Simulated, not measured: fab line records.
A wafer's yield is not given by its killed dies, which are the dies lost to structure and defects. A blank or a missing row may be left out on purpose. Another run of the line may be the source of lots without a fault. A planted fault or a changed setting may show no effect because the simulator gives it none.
Chamber matching    flow nand_harc    pecvd-02 running NHARC_P_GATE_DEP_103: 3 sister chambers
The step deposits SiON, target thk 30 nm. 3 wafers are shown with their chamber, then 12 later ones without.

WAFERS PAIRED WITH THEIR CHAMBERS
wafer   chamber  heater_power_w (W)
L092.1  1        807
L092.2  0        542
L092.5  2        758

WAFERS WITHOUT THEIR CHAMBER
wafer   heater_power_w (W)
L093.3  777
L093.5  600
L093.6  779
L095.2  778
L095.5  778
L095.6  658
L096.2  728
L096.3  750
L096.4  739
L096.1  626
L096.5  737
L096.6  626

CHAMBER TAKEN BY EACH
wafer   from the rows above           in truth
L093.3  can't be placed: 2 or 1       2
L093.5  can't be placed: 0 or 2       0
L093.6  can't be placed: 2 or 1       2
L095.2  can't be placed: 2 or 1       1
L095.5  can't be placed: 2 or 1       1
L095.6  can't be placed: 2 or 0 or 1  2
L096.2  can't be placed: 2 or 1       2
L096.3  can't be placed: 2 or 1       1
L096.4  can't be placed: 2 or 1       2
L096.1  can't be placed: 0 or 2 or 1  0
L096.5  can't be placed: 2 or 1       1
L096.6  can't be placed: 0 or 2 or 1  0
Placed correctly: 0 of 12. Not placeable from these rows: 12 (in 12, the candidates include the true chamber). Number placed wrongly: 0.
How it was worked out, from the rows above alone: a wafer's distance from a chamber is the root of the sum, over the readings, of the square of ((its reading less the chamber's mean) divided by the reading's scatter). The wafer belongs to the nearest chamber; if the next one is less than 2 further off, it can't be placed. The mean given for a chamber averages the wafers shown for that chamber. The scatter: root of mean squared gap, hidden wafer to nearest shown wafer, with one shown wafer a chamber.
